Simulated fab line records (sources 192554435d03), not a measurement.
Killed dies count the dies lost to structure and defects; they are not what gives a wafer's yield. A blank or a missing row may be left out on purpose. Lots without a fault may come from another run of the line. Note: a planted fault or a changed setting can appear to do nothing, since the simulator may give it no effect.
Split-lot experiment / flow n5-finfet / 21 wafers read from 7 lots, route of 1938 steps

== ON THE SPLIT ==
At N5_BEOL_M14_PEB_26 (peb time 90 s), the setting peb-temp-c was moved away from the recipe's 130 C on 9 of the 21 wafers read, by -2.3% to +2.7%. The other wafers ran this setting at the recipe's value.

== FROM THE SPLIT TO THE READING: what the file shows between them, 2 steps ==
- N5_BEOL_M14_DEVELOP_27: develop time 45 s
- N5_BEOL_M14_HARDBAKE_32: time 120 s

== THE READING ==
cd-nm, in nm, at N5_BEOL_M14_CD_MEAS_28 (target cd 284.4 nm). A value of 284.9 nm with a standard deviation of 1.1 nm is what fault-free wafers of this fab line usually give.

wafer=L075.1; tool, chamber at the split=litho-track-02, 0; peb-temp-c as run, C=130; against the recipe=recipe; cd-nm, nm=285.6; against lot-mates on the recipe=-
wafer=L075.3; tool, chamber at the split=litho-track-02, 0; peb-temp-c as run, C=130; against the recipe=recipe; cd-nm, nm=285.4; against lot-mates on the recipe=-
wafer=L075.4; tool, chamber at the split=litho-track-02, 0; peb-temp-c as run, C=127.1; against the recipe=-2.2%; cd-nm, nm=270.7; against lot-mates on the recipe=-14.8
wafer=L080.2; tool, chamber at the split=litho-track-03, 0; peb-temp-c as run, C=130; against the recipe=recipe; cd-nm, nm=285.2; against lot-mates on the recipe=-
wafer=L080.4; tool, chamber at the split=litho-track-03, 0; peb-temp-c as run, C=127; against the recipe=-2.3%; cd-nm, nm=267.9; against lot-mates on the recipe=-17.3
wafer=L080.6; tool, chamber at the split=litho-track-03, 0; peb-temp-c as run, C=127; against the recipe=-2.3%; cd-nm, nm=268.4; against lot-mates on the recipe=-16.8
wafer=L088.1; tool, chamber at the split=litho-track-05, 0; peb-temp-c as run, C=133.5; against the recipe=+2.7%; cd-nm, nm=299.1; against lot-mates on the recipe=+15.5
wafer=L088.3; tool, chamber at the split=litho-track-05, 0; peb-temp-c as run, C=133.5; against the recipe=+2.7%; cd-nm, nm=297.5; against lot-mates on the recipe=+13.9
wafer=L088.4; tool, chamber at the split=litho-track-05, 0; peb-temp-c as run, C=130; against the recipe=recipe; cd-nm, nm=283.6; against lot-mates on the recipe=-
wafer=L090.3; tool, chamber at the split=litho-track-02, 0; peb-temp-c as run, C=130; against the recipe=recipe; cd-nm, nm=283.9; against lot-mates on the recipe=-
wafer=L090.4; tool, chamber at the split=litho-track-02, 0; peb-temp-c as run, C=130; against the recipe=recipe; cd-nm, nm=285.6; against lot-mates on the recipe=-
wafer=L090.6; tool, chamber at the split=litho-track-02, 0; peb-temp-c as run, C=133.2; against the recipe=+2.5%; cd-nm, nm=298.1; against lot-mates on the recipe=+13.4
wafer=L091.3; tool, chamber at the split=litho-track-02, 0; peb-temp-c as run, C=130; against the recipe=recipe; cd-nm, nm=286.8; against lot-mates on the recipe=-
wafer=L091.5; tool, chamber at the split=litho-track-02, 0; peb-temp-c as run, C=130; against the recipe=recipe; cd-nm, nm=285.9; against lot-mates on the recipe=-
wafer=L091.6; tool, chamber at the split=litho-track-02, 0; peb-temp-c as run, C=130; against the recipe=recipe; cd-nm, nm=285.5; against lot-mates on the recipe=-
wafer=L093.2; tool, chamber at the split=litho-track-05, 0; peb-temp-c as run, C=129.1; against the recipe=-0.7%; cd-nm, nm=281.0; against lot-mates on the recipe=no lot-mate on the recipe
wafer=L093.3; tool, chamber at the split=litho-track-05, 0; peb-temp-c as run, C=129.1; against the recipe=-0.7%; cd-nm, nm=282.6; against lot-mates on the recipe=no lot-mate on the recipe
wafer=L093.6; tool, chamber at the split=litho-track-05, 0; peb-temp-c as run, C=129.1; against the recipe=-0.7%; cd-nm, nm=282.1; against lot-mates on the recipe=no lot-mate on the recipe
wafer=L095.2; tool, chamber at the split=litho-track-02, 0; peb-temp-c as run, C=130; against the recipe=recipe; cd-nm, nm=284.6; against lot-mates on the recipe=-
wafer=L095.3; tool, chamber at the split=litho-track-02, 0; peb-temp-c as run, C=130; against the recipe=recipe; cd-nm, nm=284.8; against lot-mates on the recipe=-
wafer=L095.5; tool, chamber at the split=litho-track-02, 0; peb-temp-c as run, C=130; against the recipe=recipe; cd-nm, nm=285.2; against lot-mates on the recipe=-

THE FIT
A straight line over all 21 wafers: cd-nm changes by +5.83 nm for each +1% of peb-temp-c; r = +0.98; the points scatter about the line by 1.6 nm.
The same after taking each lot's own level away (the mean of its wafers on the recipe; 18 wafers): +6.2 nm for each +1%; r = +0.99; scatter 1.2 nm.
According to that fit, moving peb-temp-c by its largest amount changes the reading by 17 nm.
Measured against the standard deviation above, the lots' own levels, which go from 283.60 to 286.07 nm, span 2.2 times it.
Consequently the slope shifts little with the lot-to-lot level, the two slopes agreeing.
Check: for one of the wafers moved furthest among these (+2.7%), held out of the fit, the line's prediction against its lot-mates is +16.2 nm. It came out at +15.5 nm against them.

== THE WHOLE CHAIN: every reading that the file lists as answering this split, in the file's order ==
step=N5_BEOL_M14_CD_MEAS_28; what it does=target cd 284.4 nm; reading=cd-nm; change (the file's fit)=+6.13 nm for each +1% of the setting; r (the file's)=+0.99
step=N5_BEOL_M14_DESCUM_33; what it does=chemistry O2, time 7.9 s; reading=BEOL_M14.cd-nm (the simulator's own value, which no gauge read); change (the file's fit)=+6.13 nm for each +1% of the setting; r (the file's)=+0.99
step=N5_BEOL_M14_ETCH_68; what it does=etches SOC in N2/H2, time 450 s; reading=BEOL_M14.cd-nm (the simulator's own value, which no gauge read); change (the file's fit)=+6.22 nm for each +1% of the setting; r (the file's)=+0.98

== FILE'S OWN FIT ==
cd-nm changes by +6.13 nm for each +1% of peb-temp-c, r = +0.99.
